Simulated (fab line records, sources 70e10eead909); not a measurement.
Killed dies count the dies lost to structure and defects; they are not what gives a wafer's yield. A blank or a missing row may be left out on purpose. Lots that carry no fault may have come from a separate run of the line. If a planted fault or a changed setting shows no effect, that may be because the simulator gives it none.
fab line records | flow nandHarc
record lots=12 wafers=36 lastDay=33
route steps=1302 shown P_START@1 P_ZERO_WELL@17 P_STI@84 P_GATE@146
lots with no fault: from the same line, run without faults
startH: start of the lot's first displayed wafer, in hours after the record's first day | waitH: time in hours since the lot's previous step | " unchanged from the row above | L1.1+2: a row that stands for several wafers | - value missing, or start not given | * or withheld: withheld | < > ~ a bound
route shown NAME@n: NAME is a module with steps in the file, n the number in the route of the first one | usual: mean/standard deviation taken from wafers without a fault | same: alike in all rows | chamber/n: place in a boat | sites: readings site by site | _std_site: their standard deviation | _edge_site: inner sites' mean taken away from outer sites' mean | radiusMm: how far each site lies from the wafer's centre | mask NAME#n: copy n | behind: the last tool/chamber to shape the wafer | hold: the reason the lot was held/the length of the hold in hours/how it ended | device: which transistor (n, p or np) failed to switch | end of line: tests of these same wafers at the route's end | where a step has no rows: the recipe by itself | killed: at the first sort, the dies lost to defects and structure; wafer yield is something else | map: a wafer's dies, marking killed ones x, the rest . and places with no die _
set.NAME: the run value of the setting; set.NAME@STEP: its run value at that earlier step | model.NAME: the simulator's own value behind a step, which no gauge read
steps of the route over a sample of lots; a table a step, a row a wafer
services: when a tool's chamber went out of use (startH, in hours from the record's first day, below 0 if earlier), for how many hours, and the reason
## steps
# step NHARC_P_START_INSPECT_01
# usual rawDefectCount=4.0/1.9
# columns lot.wafer tool chamber startH waitH rawDefectCount
L259.3 defectInspect-01 - 20.04 - 4
L259.4 " - " " 4
L259.6 " - " " 2
L261.2 defectInspect-02 - 40.05 - 1
L261.4 " - " " 3
L261.5 " - " " 3
L263.1 defectInspect-01 - 60.04 - 5
L263.4 " - " " 4
L263.6 " - " " 5
L264.2 defectInspect-01 - 70.04 - 2
L264.4 " - " " 5
L264.6 " - " " 3
L270.3 defectInspect-01 - 130.05 - 4
L270.4 " - " " 4
L270.6 " - " " 6
L272.2 defectInspect-02 - 150.04 - 5
L272.3 " - " " 7
L272.6 " - " " 5
L273.2 defectInspect-01 - 160.04 - 1
L273.4 " - " " 4
L273.5 " - " " 6
L275.1 defectInspect-02 - 180.03 - 5
L275.5 " - " " 4
L275.6 " - " " 4
L279.2 defectInspect-02 - 220.04 - 2
L279.5 " - " " 3
L279.6 " - " " 2
L280.3 defectInspect-02 - 230.04 - 4
L280.5 " - " " 3
L280.6 " - " " 4
L281.4 defectInspect-01 - 240.04 - 3
L281.5 " - " " 2
L281.6 " - " " 4
L282.3 defectInspect-01 - 250.05 - 1
L282.5 " - " " 4
L282.6 " - " " 6
# step NHARC_P_ZERO_WELL_ETCH_65
# recipe targetDepthA=800 overetchA=240 timeS=87.88 ionEnergyEv=200 n2FlowSccm=150 h2FlowSccm=150 arFlowSccm=0 rfW=400 biasW=150 chemistry=N2/H2
# usual chamberPressureMTorr=30.00/0.031 drypumpMotorCurrentA=5.6/0.46 h2FlowSccm=150.0/0.47 oesProductAu=1.001/0.013 rfVppV=430.8/2.1 runLengthS=109.4/0.44 showerheadPlenumPTorr=2.05/0.075 throttleValvePct=14.172/0.0084
# columns lot.wafer tool chamber startH waitH chamberPressureMTorr drypumpMotorCurrentA h2FlowSccm oesProductAu rfHoursCounterH rfVppV runLengthS showerheadPlenumPTorr throttleValvePct
L259.3 rieDiel-09 2 23.21 0.1 30.03 5.5 149.8 1.003 15 434.1 109.2 2.14 14.170
L259.4 " 1 " " 30.06 5.7 149.7 0.982 14 431.0 109.7 2.06 14.160
L259.6 " 2 " " 29.95 5.5 151.0 0.994 - 434.7 109.5 2.14 14.161
L261.2 rieDiel-09 0 41.36 0.1 30.04 5.8 151.4 0.984 23 429.7 109.4 2.04 14.171
L261.4 " 3 " " 30.04 6.6 149.8 1.008 24 431.9 109.5 2.09 14.159
L261.5 " 1 " " 29.99 5.7 149.7 0.996 - 431.4 109.8 2.06 14.164
L263.4 rieDiel-03 2 61.48 0.1 30.02 4.8 150.3 1.002 49 430.3 109.6 2.03 14.187
L263.1 " 3 " " 29.97 5.7 151.0 0.998 42 427.2 108.8 1.90 14.170
L263.6 " 1 " " 30.09 6.2 149.8 1.008 - 430.9 110.0 2.05 14.189
L264.2 rieDiel-09 2 71.35 0.1 30.03 5.4 150.0 1.023 29 432.1 109.1 2.13 14.188
L264.4 " 0 " " 30.03 5.8 150.6 0.993 31 431.2 109.3 2.04 14.186
L264.6 " 3 " " 30.01 6.6 150.0 1.021 - 431.7 109.9 2.08 14.167
L270.4 rieDiel-08 1 131.48 0.1 29.96 5.5 150.0 1.009 32 435.1 110.0 2.21 14.177
L270.3 " 2 " " 30.02 5.7 149.1 0.996 15 430.1 109.1 1.96 14.176
L270.6 " 2 " " 30.00 5.7 148.9 1.004 - 426.1 109.5 1.96 14.181
L272.2 rieDiel-03 2 151.49 0.1 30.02 4.8 150.2 1.001 10 429.7 109.4 2.02 14.169
L272.3 " 3 " " 30.07 5.6 149.4 1.021 13 426.2 108.8 1.89 14.171
L272.6 " 2 " " 29.99 4.8 150.3 0.997 - 430.2 109.1 2.02 14.171
L273.2 rieDiel-03 3 162.12 0.2 29.97 5.7 150.5 1.028 16 425.9 109.2 1.89 14.189
L273.4 " 1 " " 30.00 6.1 150.4 1.020 - 430.8 109.8 2.04 14.182
L273.5 " 3 " " 30.01 5.7 149.5 1.022 - 425.8 108.9 1.89 14.165
L275.1 rieDiel-09 0 181.50 0.1 29.97 5.7 150.2 0.973 8 430.1 109.2 2.03 14.163
L275.5 " 0 " " 29.98 5.7 150.1 0.971 - 430.6 109.4 2.03 14.158
L275.6 " 1 " " 30.00 5.7 149.3 0.982 - 431.9 109.8 2.05 14.161
L279.2 rieDiel-08 1 221.62 0.1 30.02 5.6 150.3 1.001 6 435.6 109.9 2.20 14.171
L279.6 " 2 " " 30.00 5.7 150.1 1.017 - 427.1 109.2 1.95 14.163
L279.5 " 3 " " 29.99 5.0 150.0 1.019 - 432.0 109.0 2.10 14.172
L280.3 rieDiel-09 1 231.40 0.1 30.01 5.7 150.1 0.982 20 431.2 112.6 2.04 14.169
L280.5 " 2 " " 29.99 5.5 149.5 1.004 - 431.9 111.8 2.11 14.181
L280.6 " 3 " " 30.03 6.6 150.1 0.987 - 431.3 112.4 2.06 14.169
L281.4 rieDiel-09 3 241.44 0.1 29.97 6.6 149.8 0.999 28 432.2 112.7 2.06 14.167
L281.6 " 3 " " 30.02 6.6 150.4 1.008 - 430.2 112.2 2.06 14.174
L281.5 " 0 " " 29.97 5.8 150.4 0.991 - 430.3 112.3 2.02 14.167
L282.3 rieDiel-03 0 251.39 0.1 30.01 5.3 150.5 1.021 48 430.0 109.6 1.99 14.163
L282.5 " 1 " " 29.99 6.1 149.8 1.007 - 429.9 109.8 2.03 14.167
L282.6 " 2 " " 30.03 4.8 149.8 0.991 - 429.6 109.1 2.01 14.174
# step NHARC_P_STI_OVL_MEAS_10
# usual overlayXNm=5/6.7 overlayYNm=-1/6.8
# columns lot.wafer tool chamber startH waitH overlayXNm overlayYNm
L259.3 overlay-02 - 44.75 - 14 -11
L259.4 " - " " 14 -10
L259.6 " - " " 14 -11
L261.2 overlay-02 - 65.24 - -5 -2
L261.4 " - " " -5 -2
L261.5 " - " " -6 -1
L263.1 overlay-01 - 83.42 - 7 -1
L263.4 " - " " 7 -1
L263.6 " - " " 6 -1
L264.2 overlay-02 - 95.37 - 18 16
L264.4 " - " " 19 17
L264.6 " - " " 19 16
L270.3 overlay-01 - 155.09 - 12 9
L270.4 " - " " 11 9
L270.6 " - " " 12 9
L272.2 overlay-01 - 172.72 - 0 2
L272.3 " - " " 0 2
L272.6 " - " " -1 3
L273.2 overlay-02 - 184.04 - 6 -5
L273.4 " - " " 7 -4
L273.5 " - " " 7 -4
L275.1 overlay-01 - 203.69 - -10 1
L275.5 " - " " -9 0
L275.6 " - " " -9 1
L279.2 overlay-01 - 247.84 - 2 2
L279.5 " - " " 2 1
L279.6 " - " " 2 2
L280.3 overlay-02 - 255.61 - 11 1
L280.5 " - " " 10 1
L280.6 " - " " 11 1
L281.4 overlay-01 - 265.03 - 1 -2
L281.5 " - " " 1 -1
L281.6 " - " " 2 -1
L282.3 overlay-02 - 275.07 - -4 8
L282.5 " - " " -4 8
L282.6 " - " " -5 7
# step NHARC_P_GATE_HM_OPEN_105
# recipe targetDepthA=3600 o2FlowSccm=400 cosFlowSccm=20 arFlowSccm=0 rfW=500 biasW=300 chemistry=O2/COS
# usual chamberPressureMTorr=20.001/0.019 drypumpMotorCurrentA=5.8/0.36 oesProductAu=0.999/0.0091 rfVppV=467.5/2.2 showerheadPlenumPTorr=3.13/0.1 throttleValvePct=28.329/0.009
# columns lot.wafer tool chamber startH waitH chamberPressureMTorr drypumpMotorCurrentA oesProductAu rfHoursCounterH rfVppV showerheadPlenumPTorr throttleValvePct
L259.3 rieDiel-10 1 - - 19.994 5.8 0.996 1.8 463.7 2.95 28.325
L259.4 " 1 " " 19.990 5.8 1.005 - 464.0 2.95 28.333
L259.6 " 0 " " 20.006 6.2 0.987 - 467.2 3.09 28.326
L261.2 rieDiel-01 3 - - 20.017 5.9 1.018 4.3 465.9 3.08 28.325
L261.4 " 3 " " 20.007 5.9 0.998 - 465.8 3.08 28.328
L261.5 " 0 " " 20.023 6.1 0.996 - 467.5 3.16 28.322
L263.4 rieDiel-01 2 - - 20.007 5.6 0.991 6.4 466.8 3.09 28.317
L263.1 " 3 " " 20.006 5.9 1.001 6.5 466.6 3.08 28.336
L263.6 " 3 " " 19.979 5.9 0.998 - 466.1 3.08 28.316
L264.2 rieDiel-04 3 - - 19.997 6.1 1.013 6.2 471.9 3.35 28.326
L264.4 " 0 " " 19.998 5.4 1.004 7.5 471.5 3.27 28.335
L264.6 " 0 " " 20.014 5.4 1.007 - 470.0 3.27 28.341
L270.3 rieDiel-10 1 - - 20.030 5.8 0.996 7.8 464.7 2.94 28.337
L270.4 " 3 " " 19.999 5.6 0.994 5.8 468.5 3.20 28.336
L270.6 " 1 " " 20.030 5.8 0.987 - 463.6 2.94 28.324
L272.2 rieDiel-01 1 - - 19.986 6.3 1.009 0.3 464.7 3.02 28.349
L272.3 " 3 " " 19.985 5.9 1.020 0.4 467.4 3.08 28.336
L272.6 " 2 " " 19.966 5.6 0.998 - 466.0 3.09 28.318
L273.4 rieDiel-10 0 - - 19.994 6.2 0.984 10.0 465.1 3.09 28.308
L273.2 " 2 " " 19.990 5.3 1.007 12.3 466.8 3.13 28.320
L273.5 " 3 " " 20.023 5.6 1.008 - 468.5 3.20 28.328
L275.1 rieDiel-01 2 - - 20.008 5.5 1.005 2.4 466.5 3.09 28.331
L275.5 " 3 " " 19.978 5.9 1.007 - 466.3 3.08 28.325
L275.6 " 0 " " 20.005 6.1 0.992 - 468.5 3.16 28.329
L279.2 rieDiel-10 0 - - 20.019 6.3 0.994 2.6 465.7 3.08 28.315
L279.5 " 1 " " 20.001 5.8 1.001 - 463.1 2.94 28.332
L279.6 " 3 " " 20.011 5.6 0.999 - 468.6 3.20 28.322
L280.3 rieDiel-04 1 - - 19.993 5.7 0.992 7.9 469.2 3.13 28.322
L280.5 " 1 " " 19.973 5.7 0.987 - 469.2 3.13 28.340
L280.6 " 2 " " 19.988 5.0 0.993 - 468.9 3.26 28.323
L281.4 rieDiel-10 3 - - 19.981 5.7 1.001 3.1 469.3 3.19 28.328
L281.5 " 2 " " 20.000 5.3 0.998 - 468.0 3.13 28.324
L281.6 " 3 " " 20.021 5.7 1.003 - 468.6 3.19 28.338
L282.3 rieDiel-01 3 - - 19.995 5.9 1.005 6.9 465.2 3.07 28.326
L282.5 " 0 " " 19.977 6.0 0.994 - 468.2 3.16 28.333
L282.6 " 1 " " 19.990 6.3 1.002 - 466.9 3.02 28.338
## services
# columns tool chamber startH hours kind
rieDiel-10 1 1.72 5.4 repair
rieDiel-10 0 22.34 9.9 repair
rieDiel-01 - 26.80 9.0 pm
rieDiel-10 - 65.50 9.0 pm
rieDiel-10 2 89.69 7.9 repair
rieDiel-03 1 99.38 11.3 repair
rieDiel-03 - 104.56 9.0 pm
rieDiel-01 2 107.22 8.6 repair
rieDiel-03 2 120.30 5.3 repair
rieDiel-09 - 144.42 9.0 pm
rieDiel-10 0 151.10 4.5 repair
rieDiel-10 3 153.82 14.9 repair
rieDiel-03 2 158.83 4.5 repair
rieDiel-10 1 168.31 2.1 repair
rieDiel-01 - 203.89 9.0 pm
rieDiel-09 1 225.39 4.6 repair
rieDiel-09 - 239.67 0.2 repair
rieDiel-10 - 242.50 9.0 pm
rieDiel-10 3 269.82 7.9 repair
rieDiel-01 0 283.85 4.8 repair
rieDiel-10 2 296.37 4.9 repair
rieDiel-09 0 317.77 5.8 repair
rieDiel-10 3 321.38 2.0 repair
rieDiel-09 - 322.47 9.0 pm
## key
firstSign step=NHARC_P_ZERO_WELL_ETCH_65 reading=runLengthS direction=up sigmas=6.6 usual=* struck=*
effect none on later readings
metAt NHARC_P_ZERO_WELL_ETCH_65
struckLots L280,L281
testerLeftOut L280,L281
notActingAt NHARC_P_START_INSPECT_01,NHARC_P_STI_OVL_MEAS_10,NHARC_P_GATE_HM_OPEN_105
onsetBetween 181.50 231.40
fault kind=processParameterDrift tool=rieDiel-09 chamber=- onsetH=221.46 steps=NHARC_P_ZERO_WELL_ETCH_65 channel=timeS offset=* shape=step endH=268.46 actsIn=* stated=*
# testerLeftOut: of these lots the tester's yield and bins aren't shown, on N5 and GAA mostly nor the transistor test; their killed dies are dies lost to structure and defects alone, not to doping, threshold or leakage, so they don't give the yield
